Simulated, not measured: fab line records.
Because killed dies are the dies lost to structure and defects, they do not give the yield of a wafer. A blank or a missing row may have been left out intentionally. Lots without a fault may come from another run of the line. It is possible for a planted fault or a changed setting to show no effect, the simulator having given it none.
A lot that was struck, set against a sound lot -- flow n5Finfet -- 16 steps out of a route of 1938
Sound: wafers L203.1, L203.2, L203.3. Struck: wafer L208.2 (left out: L208.4, a lot-mate that was not struck); the cause follows at the end.
At each step with rows: each side's tool, then ch and its chambers, then its first start. Under that, the readings that differ: sound wafers -- struck wafers -- difference of the means -- sigmas: that difference in standard deviations of wafers without a fault.
alike: words and numbers the same on both sides, and readings whose means are apart by under 2 such deviations; not compared: readings that were withheld, readings missing a value for some wafer, numbers with overlapping values and no deviation given by the record, and bounds like >300 which may hide the same value.
Wherever a step has rows on one side only, a row that says differs or no value, or a row with sigmas, the two part there. Non-overlapping numbers with no deviation appear without sigmas and do not part them. A reading that every wafer of one side lacks parts them only if that side has two wafers or more.

N5_BEOL_M3_STRIP_36: strips in N2/H2.
  sound on rieDiel-03 ch 0,2,3, day 9 07:22; struck on rieDiel-02 ch 0, day 10 21:52
reading,sound,struck,difference,sigmas
rfHoursCounterH (h),191 59 172,14,-127,
  alike: drypumpMotorCurrentA, oesProductAu, rfVppV, showerheadPlenumPTorr, tempC, throttleValvePct
N5_BEOL_M3_TRENCH_ETCH_37: etches SiOC in C4F6/O2, target depth 55.555 nm, time 29.2 s.
  sound on rieDiel-03 ch 0,2,3; struck on rieDiel-02 ch 0
reading,sound,struck,difference,sigmas
rfHoursCounterH (h),191 59 172,14,-127,
  alike: drypumpMotorCurrentA, oesProductAu, rfVppV, showerheadPlenumPTorr, throttleValvePct
then, 2 steps without rows for these wafers: N5_BEOL_M3_ETCH_41 (etches SiCN in CH3F/O2, target depth 29.9 nm, time 52.5 s); N5_BEOL_M3_STRIP_97 (strips in N2/H2, time 10 s).
N5_BEOL_M3_OCD_MEAS_38:
  sound on ocd-01 at day 9 07:34; struck on ocd-01 at day 10 22:04
  alike: trenchDepthNm
then, 4 steps without rows for these wafers: N5_BEOL_M3_HM_STRIP_39 (strips TiN in peroxide tin strip, target depth 25 nm, time 158 s); N5_BEOL_M3_SRD_40 (time 30 s); N5_BEOL_M3_PRECLEAN_42 (cleans in residue remover, time 60 s); N5_BEOL_M3_SRD_43 (time 30 s).
N5_BEOL_M3_CD_MEAS_35: target cd 18 nm, target cd y 21 nm.
  sound on cdSem-02 at day 9 07:43; struck on cdSem-02 at day 10 22:13
  alike: cdNm
N5_BEOL_M3_DEGAS_44: time 60 s.
  sound on pvdSputter-02 at day 9 08:32; struck on pvdSputter-02 at day 10 22:38
  alike: heaterPowerW
N5_BEOL_M3_PRE_CLEAN_45: time 30 s.
  sound on pvdSputter-02 at day 9 08:34; struck on pvdSputter-02 at day 10 22:40
reading,sound,struck,difference,sigmas
heaterPowerW (W),355 363 302,398,+58,+2
N5_BEOL_M3_ALD_84: deposits TaN, pulse time 2 s, purge time 3 s, co reactant purge time 2 s.
  sound on aldMetal-03 ch 1,2,3, day 9 08:45; struck on aldMetal-01 ch 0, day 10 22:44
reading,sound,struck,difference,sigmas
aldCycles,30 30 30,31,+1,
sinceWetCleanH (h),6018 6018 6018,1440,-4578,
  alike: heaterPowerW
N5_BEOL_M3_SURFACE_TREAT_85:
  sound on pvdSputter-02 at day 9 09:02; struck on pvdSputter-03 at day 10 23:02
  not compared: throttleValvePct
N5_BEOL_M4_RC_MEAS_101:
  sound on prober-01 ch 0, day 10 04:49; struck on prober-01 ch 0, day 11 10:16
reading,sound,struck,difference,sigmas
VT_P (mV),-254.2 -250.4 -254.2,-247.1,+5.8,+2
  alike: DIBL_N, DIBL_P, IOFF_N, IOFF_P, ION_N, ION_P, SS_N, SS_P, VT_N
next, for these wafers, 1 step has no rows: N5_PASSIVATION_PROBE_49.

## WHERE THEY PART
First at N5_BEOL_M3_PRE_CLEAN_45; last, within this record, at N5_BEOL_M4_RC_MEAS_101.

WHY: whatever the simulator had introduced
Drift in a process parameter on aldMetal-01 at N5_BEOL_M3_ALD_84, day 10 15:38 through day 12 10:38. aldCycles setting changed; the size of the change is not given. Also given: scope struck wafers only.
